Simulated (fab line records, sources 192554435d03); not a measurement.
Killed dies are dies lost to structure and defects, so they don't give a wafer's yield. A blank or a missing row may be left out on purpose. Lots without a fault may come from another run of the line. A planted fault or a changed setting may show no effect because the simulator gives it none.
fab line records | flow n5_finfet
record lots=11 wafers=33 last_day=19
route steps=1938 shown BEOL_M10@1490 PASSIVATION@1936
lots that met no fault: from a run of the same line without faults
start_h: hours from the record's first day to the start of the lot's first wafer shown | wait_h: hours since the lot's step before | " the same as in the row above | L1.1+2: a row that stands for several wafers | - no value, or no start given | * or withheld: withheld | < > ~ a bound
route shown NAME@n: a module of which the file shows steps, and the number in the route of the first | usual: mean/standard deviation of fault-free wafers | same: alike in all rows | chamber/n: place in a boat | sites: the reading at each site | _std_site: their standard deviation | _edge_site: outer sites' mean less inner sites' | radius_mm: how far each site lies from the wafer's centre | mask NAME#n: copy n | behind: the tool/chamber that last shaped the wafer | hold: why the lot was held/for how many hours/how that ended | device: the transistor (n, p or np) that didn't switch | end of line: the same wafers' tests at the end of the route | a step without rows: its recipe alone | killed: dies lost to structure and defects at the first sort, not the wafer's yield | map: a wafer's dies, x killed, . not, _ none there
set.NAME: the setting as run; set.NAME@STEP: as run at that earlier step | model.NAME: the simulator's own value behind a step, which no gauge read
steps of the route over a sample of lots; a table a step, a row a wafer
services: from which hour (start_h, from the record's first day; less than 0 if before it) a tool's chamber was out of use, for how many hours, and why
## steps
# step N5_BEOL_M10_STRIP_67
# recipe chemistry=CF4 resist=SiARC power_w=300 bias_power_w=75 pressure_mtorr=50 cf4_flow_sccm=150 rf_frequency_hz=6e+07
# usual bias_power_w=75.00/0.22 cf4_flow_sccm=150.1/0.44 drypump_motor_current_A=5.5/0.44 oes_product_au=0.77/0.056 rf_vpp_V=271.5/1.5 showerhead_plenum_p_Torr=1.80/0.058 throttle_valve_pct=13.56/0.17
# columns lot.wafer tool chamber start_h wait_h bias_power_w cf4_flow_sccm drypump_motor_current_A oes_product_au rf_hours_counter_h rf_vpp_V showerhead_plenum_p_Torr throttle_valve_pct
L628.1 rie_diel-02 1 237.79 0.0 75.19 149.4 5.2 0.74 145 272.4 1.77 13.44
L628.2 " 3 " " 75.04 150.2 4.9 0.82 67 271.3 1.81 13.54
L628.6 " 2 " " 74.92 150.3 5.8 0.76 - 272.7 1.89 13.53
L629.3 rie_diel-02 0 247.49 0.0 75.03 149.8 6.2 0.77 147 270.0 1.72 13.69
L629.4 " 2 " " 74.93 149.4 5.8 0.77 124 272.3 1.89 13.53
L629.5 " 1 " " 74.98 149.4 5.2 0.74 - 271.5 1.77 13.45
L633.1 rie_diel-02 1 267.17 0.0 75.08 150.5 5.2 0.74 157 271.0 1.77 13.47
L633.4 " 0 " " 74.57 149.8 6.2 0.76 153 269.7 1.72 13.70
L633.6 " 2 " " 75.35 150.1 5.8 0.75 - 274.3 1.88 13.53
L635.2 rie_diel-02 1 282.29 0.0 75.19 149.0 5.2 0.72 161 272.1 1.77 13.46
L635.3 " 3 " " 74.87 150.0 4.9 0.80 83 270.5 1.81 13.56
L635.4 " 2 " " 74.84 150.3 5.8 0.76 136 274.7 1.88 13.54
L641.1 rie_diel-02 3 319.09 0.0 75.22 149.7 4.9 0.79 97 269.8 1.80 13.61
L641.2 " 1 " " 74.51 149.7 5.2 0.71 175 271.9 1.76 13.49
L641.6 " 3 " " 75.24 150.4 4.9 0.79 - 271.6 1.80 13.60
L642.1 rie_diel-04 1 320.68 0.0 74.98 150.5 5.8 0.76 164 271.9 1.79 13.55
L642.2 " 0 " " 74.81 150.2 5.5 0.87 42 274.8 1.88 13.21
L642.4 " 1 " " 74.98 150.2 5.8 0.76 - 270.6 1.79 13.56
L643.4 rie_diel-01 2 339.82 0.0 75.39 150.8 5.6 0.75 143 271.3 1.79 13.53
L643.5 " 1 " " 74.97 150.4 5.8 0.75 - 270.3 1.73 13.52
L643.6 " 0 " " 75.14 149.9 6.3 0.72 - 269.8 1.73 13.90
L644.1 rie_diel-04 1 348.91 0.0 74.87 149.7 5.8 0.74 173 271.7 1.79 13.59
L644.3 " 0 " " 74.73 150.8 5.6 0.85 53 272.5 1.88 13.23
L644.4 " 3 " " 74.65 149.6 5.6 0.94 6 272.1 1.85 13.33
L646.1 rie_diel-02 2 367.07 0.0 74.91 150.3 5.8 0.73 168 272.4 1.87 13.63
L646.3 " 1 " " 75.05 149.1 5.2 0.70 192 272.0 1.76 13.55
L646.5 " 1 " " 74.88 150.1 5.2 0.71 - 270.5 1.76 13.54
L649.2 rie_diel-04 0 377.23 0.0 74.96 150.8 5.6 0.84 60 273.8 1.88 13.25
L649.3 " 3 " " 74.81 149.8 5.6 0.92 15 271.7 1.85 13.37
L649.5 " 0 " " 74.91 150.6 5.5 0.83 - 272.3 1.88 13.23
L648.3 rie_diel-04 0 382.93 0.0 75.03 150.4 5.6 0.83 62 275.0 1.88 13.26
L648.5 " 0 " " 74.94 150.0 5.6 0.84 - 273.5 1.88 13.24
L648.6 " 1 " " 75.17 149.8 5.8 0.74 - 270.9 1.78 13.61
# step N5_BEOL_M10_INSPECT_30
# recipe mode=adi inspect_instrument=brightfield
# usual raw_defect_count=423/93
# columns lot.wafer tool chamber start_h wait_h raw_defect_count
L628.1 defect_inspect-01 - 241.00 0.0 504
L628.2 " - " " 379
L628.6 " - " " 445
L629.3 defect_inspect-01 - 249.55 0.0 493
L629.4 " - " " 309
L629.5 " - " " 390
L633.1 defect_inspect-01 - 267.92 0.0 493
L633.4 " - " " 424
L633.6 " - " " 487
L635.2 defect_inspect-01 - 283.72 0.0 559
L635.3 " - " " 398
L635.4 " - " " 393
L641.1 defect_inspect-02 - 322.00 0.0 446
L641.2 " - " " 544
L641.6 " - " " 433
L642.1 defect_inspect-01 - 323.58 0.0 418
L642.2 " - " " 290
L642.4 " - " " 336
L643.4 defect_inspect-01 - 340.58 0.0 533
L643.5 " - " " 538
L643.6 " - " " 723
L644.1 defect_inspect-02 - 349.81 0.0 371
L644.3 " - " " 459
L644.4 " - " " 502
L646.1 defect_inspect-01 - 367.91 0.0 408
L646.3 " - " " 424
L646.5 " - " " 272
L649.2 defect_inspect-02 - 378.27 0.0 408
L649.3 " - " " 405
L649.5 " - " " 487
L648.3 defect_inspect-01 - 383.49 0.0 302
L648.5 " - " " 363
L648.6 " - " " 395
# step N5_BEOL_M10_HM_STRIP_39
# recipe chemistry=peroxide_tin_strip material=TiN target_depth_a=250 temp_c=50 time_s=158
# usual bath_guard_temp_C=50.1/0.5 bath_heat_duty_pct=7.3/0.96
# columns lot.wafer tool chamber start_h wait_h bath_guard_temp_C bath_heat_duty_pct
L628.1 wet_bench-04 0 241.56 0.0 49.1 7.8
L628.2 " 7 " " 49.5 6.7
L628.6 " 6 " " 51.2 7.2
L629.3 wet_bench-04 7 250.11 0.0 49.9 7.7
L629.4 " 2 " " 50.8 7.1
L629.5 " 4 " " 49.9 7.3
L633.1 wet_bench-04 4 268.89 0.0 - -
L633.4 " 0 " " - -
L633.6 " 7 " " - -
L635.2 wet_bench-05 1 284.28 0.0 - -
L635.3 " 4 " " - -
L635.4 " 7 " " - -
L641.1 wet_bench-04 4 322.56 0.0 49.9 8.5
L641.2 " 7 " " 50.0 7.7
L641.6 " 6 " " 50.8 6.8
L642.1 wet_bench-05 7 324.54 0.0 50.2 6.6
L642.2 " 3 " " 50.0 6.2
L642.4 " 6 " " 50.5 8.0
L643.4 wet_bench-05 2 341.14 0.0 50.4 7.8
L643.5 " 4 " " 50.0 7.2
L643.6 " 3 " " 50.1 6.3
L644.1 wet_bench-05 3 350.67 0.0 50.1 7.0
L644.3 " 4 " " 50.3 7.1
L644.4 " 0 " " 49.9 7.8
L646.1 wet_bench-04 3 368.48 0.0 50.3 7.0
L646.3 " 2 " " 51.1 7.3
L646.5 " 7 " " 50.2 8.4
L649.2 wet_bench-05 0 379.40 0.1 50.5 7.4
L649.3 " 7 " " 50.2 6.0
L649.5 " 3 " " 50.2 5.9
L648.3 wet_bench-04 1 384.07 0.0 50.1 7.9
L648.5 " 0 " " 49.1 8.2
L648.6 " 7 " " 49.7 8.8
# step N5_BEOL_M10_ALD_74
# recipe material=TaN target_thk_a=20 temp_c=275 ald_precursor_family=PDMAT ald_co_reactant=NH3 pressure_torr=3 carrier_flow_sccm=1500 pulse_time_s=2 purge_time_s=3 co_reactant_purge_time_s=2 co_reactant_pulse_time_s=3 ald_cycles=40 precursor_vessel_temp_c=75 precursor_vessel_pressure_torr=26.25 precursor_vessel_carrier_sccm=1000
# usual heater_power_w=418/49 precursor_vessel_temp_c=75.00/0.12
# columns lot.wafer tool chamber start_h wait_h heater_power_w precursor_vessel_temp_c
L628.1 ald_metal-02 3 242.69 0.0 367 74.76
L628.2 " 2 " " 392 75.03
L628.6 " 2 " " 412 75.22
L629.3 ald_metal-02 0 250.77 0.0 408 74.92
L629.4 " 1 " " 464 75.02
L629.5 " 3 " " 349 74.93
L633.1 ald_metal-02 0 271.54 0.1 411 75.10
L633.4 " 2 " " 401 74.94
L633.6 " 2 " " 396 75.00
L635.2 ald_metal-03 0 285.21 0.1 422 74.98
L635.3 " 1 " " 405 74.92
L635.4 " 0 " " 420 75.02
L641.1 ald_metal-04 2 324.08 0.0 511 75.00
L641.2 " 0 " " 437 75.13
L641.6 " 3 " " 357 74.94
L642.1 ald_metal-04 1 327.61 0.1 472 75.02
L642.2 " 0 " " 455 74.98
L642.4 " 3 " " 357 74.96
L643.4 ald_metal-04 2 342.67 0.1 508 75.36
L643.5 " 1 " " 458 75.01
L643.6 " 2 " " 522 75.29
L644.1 ald_metal-02 1 351.96 0.1 453 75.10
L644.3 " 3 " " 314 75.12
L644.4 " 0 " " 369 75.09
L646.1 ald_metal-03 2 369.18 0.1 375 74.88
L646.3 " 3 " " 435 74.78
L646.5 " 1 " " 404 75.07
L649.2 ald_metal-02 2 382.12 0.0 383 75.16
L649.3 " 0 " " 363 75.00
L649.5 " 0 " " 375 75.15
L648.3 ald_metal-04 2 385.04 0.3 508 74.88
L648.5 " 2 " " 504 74.83
L648.6 " 1 " " 465 75.03
# step N5_BEOL_M10_CMP_52
# recipe stop_on=SiCOH_lowk t_overpolish_s=7 down_force_psi=1 platen_rpm=50 clearing_platen_down_force_psi=1.5 clearing_platen_rpm=50 post_cmp_clean=cu_alkaline target_thk_nm=140 clearing_platen_pad_velocity_m_s=0.99484 pad_velocity_m_s=0.99484
# usual barrier_field_endpoint_s=28.9/0.95 motor_current_A=6.1/0.68
# columns lot.wafer tool chamber start_h wait_h barrier_field_endpoint_s motor_current_A
L628.2 cmp-03 2 244.25 0.2 29.3 5.8
L628.1 " 1 " " 27.8 5.2
L628.6 " 2 " " 29.9 6.0
L629.3 cmp-02 3 252.00 0.2 29.3 6.4
L629.4 " 0 " " 29.0 6.4
L629.5 " 0 " " 29.0 6.2
L633.1 cmp-03 0 272.59 0.3 35.4 5.2
L633.4 " 2 " " 36.5 6.0
L633.6 " 3 " " 36.3 6.7
L635.2 cmp-02 1 286.64 0.2 34.3 5.7
L635.3 " 2 " " 35.4 6.3
L635.4 " 3 " " 36.5 6.4
L641.2 cmp-02 3 327.52 0.2 28.9 6.6
L641.1 " 1 " " 29.0 5.9
L641.6 " 3 " " 30.3 6.5
L642.1 cmp-03 1 330.07 0.3 27.7 5.6
L642.2 " 2 " " 29.2 6.0
L642.4 " 3 " " 29.5 7.1
L643.4 cmp-03 0 344.74 0.2 30.1 5.3
L643.6 " 3 " " 30.5 6.9
L643.5 " 0 " " 29.0 5.4
L644.1 cmp-03 3 356.55 0.3 29.0 7.3
L644.3 " 0 " " 29.1 5.4
L644.4 " 1 " " 27.1 5.3
L646.3 cmp-02 1 374.79 0.2 28.6 5.3
L646.1 " 3 " " 28.0 6.6
L646.5 " 1 " " 28.3 5.6
L649.3 cmp-03 0 386.04 0.2 28.7 5.2
L649.2 " 1 " " 27.2 5.5
L649.5 " 0 " " 30.3 5.4
L648.3 cmp-02 0 387.57 0.3 29.0 6.1
L648.6 " 2 " " 29.7 6.5
L648.5 " 3 " " 28.2 6.4
# step N5_PASSIVATION_PROBE_49
# usual killed_at_M0_to_M3=34/11 killed_at_M4_up=14/5.6 killed_at_contacts=13/5.9 killed_at_front_end=40/11 killed_at_other=4/3.1 killed_dies=105/16 killed_on_rim=14/4.2 killed_open=68/11 killed_short=34/8.4
# same gross_dies=1180 killed_at_back_side=0
# columns lot.wafer tool chamber start_h wait_h killed_at_M0_to_M3 killed_at_M4_up killed_at_contacts killed_at_front_end killed_at_other killed_dies killed_on_rim killed_open killed_short
L629.3 prober-01 - 300.18 0.1 28 14 9 39 3 93 18 56 27
L629.4 prober-01 - 300.23 0.2 31 10 11 27 2 81 13 52 29
L629.5 prober-01 - 300.28 0.2 40 8 4 35 5 92 13 49 35
L633.1 prober-02 - 320.17 0.0 51 13 20 39 6 129 15 93 33
L633.4 prober-02 - 320.32 0.2 57 12 10 33 1 113 17 71 34
L633.6 prober-02 - 320.42 0.3 33 13 14 35 2 97 13 66 28
L635.2 prober-01 - 346.05 0.1 31 9 13 25 17 95 14 59 36
L635.3 prober-01 - 346.10 0.1 27 22 14 53 6 122 17 81 39
L635.4 prober-01 - 346.15 0.2 40 15 20 30 7 112 12 71 39
L641.1 prober-02 - 381.47 0.0 41 16 15 27 1 100 13 57 38
L641.2 prober-02 - 381.52 0.1 25 7 2 54 2 90 15 64 26
L641.6 prober-02 - 381.72 0.3 42 10 12 40 1 105 14 73 32
L642.1 prober-02 - 394.15 0.0 18 9 20 60 2 109 15 58 46
L642.2 prober-02 - 394.20 0.1 34 11 20 38 4 107 10 77 30
L642.4 prober-02 - 394.30 0.2 24 12 6 51 10 103 13 68 25
L643.4 prober-01 - 402.88 0.2 24 15 14 24 0 77 9 49 27
L643.5 prober-01 - 402.93 0.2 37 17 11 47 4 116 10 77 39
L643.6 prober-01 - 402.98 0.3 21 28 15 55 5 124 17 79 39
L644.1 prober-02 - 464.38 0.0 43 16 13 31 8 111 18 76 34
L644.3 prober-02 - 464.48 0.1 22 17 13 46 5 103 18 72 31
L644.4 prober-02 - 464.53 0.2 41 17 3 38 4 103 20 69 34
# killed by level:class
L629.3 BEOL_M0_SAQP:geometric_particle:open=10 HKMG_FIN:area_etch=8 MOL_CONTACT_COAG:geometric_particle:open=7 BEOL_M2:geometric_particle:open=7 DUMMY_GATE:geometric_particle:open=6 BEOL_M0_SAQP:geometric_particle:short=5 FIN_SAQP:geometric_particle:short=4 STARTING-WAFER:geometric_particle:short=4
L629.4 BEOL_M0_SAQP:geometric_particle:short=12 MOL_CONTACT_COAG:geometric_particle:open=10 FIN_SAQP:geometric_particle:open=6 STI_FIN_REVEAL:geometric_particle:open=6 FIN_SAQP:geometric_particle:short=5 BEOL_M2:geometric_particle:open=5 BEOL_M5:geometric_particle:open=4 BEOL_M1:geometric_particle:open=4
L629.5 BEOL_M2:geometric_particle:open=14 BEOL_M0_SAQP:geometric_particle:short=10 FIN_SAQP:geometric_particle:open=8 HKMG_FIN:area_etch=8 FIN_SAQP:geometric_particle:short=6 BEOL_M2:geometric_particle:short=6 BEOL_M0_SAQP:geometric_particle:open=5 BEOL_M7:geometric_particle:open=4
L633.1 MOL_CONTACT_COAG:geometric_particle:open=18 BEOL_M2:geometric_particle:open=15 STI_FIN_REVEAL:geometric_particle:open=11 FIN_SAQP:geometric_particle:open=10 BEOL_M1:geometric_particle:open=8 BEOL_M4:geometric_particle:open=7 BEOL_M3:geometric_particle:open=6 BEOL_M0_SAQP:geometric_particle:open=5
L633.4 BEOL_M2:geometric_particle:open=20 FIN_SAQP:geometric_particle:open=8 FIN_SAQP:geometric_particle:short=7 MOL_CONTACT_COAG:geometric_particle:open=7 BEOL_M2:geometric_particle:short=7 BEOL_M4:geometric_particle:open=7 BEOL_M0_SAQP:geometric_particle:short=6 BEOL_M1:geometric_particle:open=6
L633.6 MOL_CONTACT_COAG:geometric_particle:open=13 DUMMY_GATE:geometric_particle:open=8 BEOL_M3:geometric_particle:open=7 FIN_SAQP:geometric_particle:open=6 BEOL_M2:geometric_particle:open=6 BEOL_M1:geometric_particle:open=5 BEOL_M4:geometric_particle:open=5 STI_FIN_REVEAL:geometric_particle:open=3
L635.2 MOL_CONTACT_COAG:geometric_particle:open=11 BEOL_M0_SAQP:geometric_particle:short=11 BEOL_M2:geometric_particle:open=8 BEOL_M0_SAQP:geometric_particle:open=7 MIM_TOP:geometric_particle:open=7 MIM_TOP:geometric_particle:short=7 STI_FIN_REVEAL:geometric_particle:open=4 DUMMY_GATE:geometric_particle:open=4
L635.3 MOL_CONTACT_COAG:geometric_particle:open=14 FIN_SAQP:geometric_particle:open=12 FIN_SAQP:geometric_particle:short=11 BEOL_M4:geometric_particle:open=10 STI_FIN_REVEAL:geometric_particle:open=9 BEOL_M0_SAQP:geometric_particle:short=8 BEOL_M0_SAQP:geometric_particle:open=7 BEOL_M2:geometric_particle:open=7
L635.4 BEOL_M0_SAQP:geometric_particle:short=16 MOL_CONTACT_COAG:geometric_particle:open=15 BEOL_M0_SAQP:geometric_particle:open=13 FIN_SAQP:geometric_particle:open=7 FIN_SAQP:geometric_particle:short=5 BEOL_M4:geometric_particle:open=5 GATE_CUT:geometric_particle:open=4 MOL_CONTACT_COAG:geometric_particle:short=4
L641.1 BEOL_M2:geometric_particle:open=10 MOL_CONTACT_COAG:geometric_particle:open=10 BEOL_M0_SAQP:geometric_particle:open=7 BEOL_M4:geometric_particle:open=7 BEOL_M0_SAQP:geometric_particle:short=6 MOL_CONTACT_COAG:geometric_particle:short=5 DUMMY_GATE:geometric_particle:open=4 BEOL_M1:geometric_particle:short=4
L641.2 STI_FIN_REVEAL:geometric_particle:open=20 FIN_SAQP:geometric_particle:open=9 GATE_CUT:geometric_particle:short=9 BEOL_M2:geometric_particle:open=7 GATE_CUT:geometric_particle:open=5 BEOL_M2:geometric_particle:short=4 DUMMY_GATE:geometric_particle:open=3 BEOL_M0_SAQP:geometric_particle:short=3
L641.6 STI_FIN_REVEAL:geometric_particle:open=17 MOL_CONTACT_COAG:geometric_particle:open=11 BEOL_M0_SAQP:geometric_particle:short=10 BEOL_M0_SAQP:geometric_particle:open=8 BEOL_M1:geometric_particle:open=7 BEOL_M4:geometric_particle:open=6 BEOL_M2:geometric_particle:open=5 BEOL_M3:geometric_particle:open=5
L642.1 MOL_CONTACT_COAG:geometric_particle:open=15 GATE_CUT:geometric_particle:short=14 FIN_SAQP:geometric_particle:short=11 FIN_SAQP:geometric_particle:open=9 STI_FIN_REVEAL:geometric_particle:open=9 BEOL_M0_SAQP:geometric_particle:open=6 DUMMY_GATE:geometric_particle:open=5 MOL_CONTACT_COAG:geometric_particle:short=5
L642.2 MOL_CONTACT_COAG:geometric_particle:open=18 STI_FIN_REVEAL:geometric_particle:open=11 BEOL_M3:geometric_particle:open=9 FIN_SAQP:geometric_particle:open=7 BEOL_M1:geometric_particle:open=7 FIN_SAQP:geometric_particle:short=6 BEOL_M0_SAQP:geometric_particle:short=5 BEOL_M0_SAQP:geometric_particle:open=5
L642.4 STI_FIN_REVEAL:geometric_particle:open=12 FIN_SAQP:geometric_particle:open=11 PASSIVATION:area_etch=9 FIN_SAQP:geometric_particle:short=6 MOL_CONTACT_COAG:geometric_particle:open=6 BEOL_M1:geometric_particle:open=6 ILD0:geometric_particle:open=5 BEOL_M3:geometric_particle:open=4
L643.4 MOL_CONTACT_COAG:geometric_particle:open=12 BEOL_M0_SAQP:geometric_particle:short=7 BEOL_M0_SAQP:geometric_particle:open=5 FIN_SAQP:geometric_particle:short=4 STI_FIN_REVEAL:geometric_particle:open=4 BEOL_M0:geometric_particle:open=4 BEOL_M4:geometric_particle:open=4 BEOL_M7:geometric_particle:open=4
L643.5 FIN_SAQP:geometric_particle:open=16 BEOL_M1:geometric_particle:open=15 MOL_CONTACT_COAG:geometric_particle:open=9 BEOL_M0_SAQP:geometric_particle:open=8 FIN_SAQP:geometric_particle:short=7 STI_FIN_REVEAL:geometric_particle:open=6 BEOL_M1:geometric_particle:short=6 BEOL_M4:geometric_particle:open=6
L643.6 BEOL_M4:geometric_particle:open=12 STI_FIN_REVEAL:geometric_particle:open=12 MOL_CONTACT_COAG:geometric_particle:open=11 FIN_SAQP:geometric_particle:open=9 FIN_SAQP:geometric_particle:short=9 BEOL_M5:geometric_particle:open=9 GATE_CUT:geometric_particle:short=6 HKMG_FIN:area_etch=6
L644.1 BEOL_M2:geometric_particle:open=18 GATE_CUT:geometric_particle:short=9 MOL_CONTACT_COAG:geometric_particle:open=9 BEOL_M2:geometric_particle:short=8 BEOL_M1:geometric_particle:open=7 STI_FIN_REVEAL:geometric_particle:open=5 BEOL_M4:geometric_particle:open=5 MIM_TOP:geometric_particle:open=5
L644.3 MOL_CONTACT_COAG:geometric_particle:open=12 BEOL_M4:geometric_particle:open=12 STI_FIN_REVEAL:geometric_particle:open=10 FIN_SAQP:geometric_particle:open=8 BEOL_M3:geometric_particle:open=8 FIN_SAQP:geometric_particle:short=7 BEOL_M0_SAQP:geometric_particle:open=5 GATE_CUT:geometric_particle:short=4
L644.4 BEOL_M2:geometric_particle:open=12 BEOL_M0_SAQP:geometric_particle:open=8 STI_FIN_REVEAL:geometric_particle:open=7 BEOL_M0_SAQP:geometric_particle:short=7 FIN_SAQP:geometric_particle:open=6 DUMMY_GATE:geometric_particle:open=6 BEOL_M5:geometric_particle:open=6 FIN_SAQP:geometric_particle:short=5
## services
# columns tool chamber start_h hours kind
rie_diel-04 1 218.53 47.5 repair
wet_bench-04 - 243.70 4.4 pm
cmp-02 - 248.49 1.5 repair
rie_diel-02 2 251.79 2.0 repair
ald_metal-02 3 253.62 16.2 repair
rie_diel-02 0 254.07 3.1 repair
ald_metal-02 - 261.33 0.9 repair
cmp-02 - 265.06 3.1 repair
ald_metal-03 2 283.38 11.2 repair
cmp-02 - 288.20 4.3 pm
cmp-03 - 294.10 1.2 repair
cmp-03 - 300.72 0.5 repair
rie_diel-04 1 304.65 10.7 repair
wet_bench-05 - 309.59 0.6 repair
ald_metal-04 - 313.28 6.0 pm
rie_diel-02 - 322.87 0.1 repair
cmp-03 - 331.59 4.0 pm
ald_metal-02 - 337.44 14.0 pm
rie_diel-04 - 344.56 3.4 repair
rie_diel-02 3 357.61 11.6 repair
rie_diel-04 0 361.76 5.4 repair
ald_metal-02 - 363.69 8.7 pm
cmp-02 - 366.63 2.7 repair
rie_diel-04 2 370.83 6.1 repair
## key
first_sign step=N5_BEOL_M10_HM_STRIP_39 reading=tool_record direction=missing
effect step=N5_BEOL_M10_CMP_52 reading=barrier_field_endpoint_s direction=up sigmas=7.2 usual=28.9 struck=35.7
met_at N5_BEOL_M10_HM_STRIP_39
struck_lots L633,L635
tester_left_out L635
not_acting_at N5_BEOL_M10_STRIP_67,N5_BEOL_M10_INSPECT_30,N5_BEOL_M10_ALD_74
onset_between 250.11 268.89
earlier_fault kind=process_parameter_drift tool=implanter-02 chamber=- onset_h=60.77 steps=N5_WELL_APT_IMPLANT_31 channel=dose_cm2 offset=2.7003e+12 shape=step acts_in=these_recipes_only stated=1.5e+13
fault kind=skipped_step_whole tool=wet_bench-04,wet_bench-05 chamber=- onset_h=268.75 steps=N5_BEOL_M10_HM_STRIP_39 scope=struck_lots_only
# tester_left_out: of these lots the tester's yield and bins aren't shown, on N5 and GAA mostly nor the transistor test; their killed dies are dies lost to structure and defects alone, not to doping, threshold or leakage, so they don't give the yield
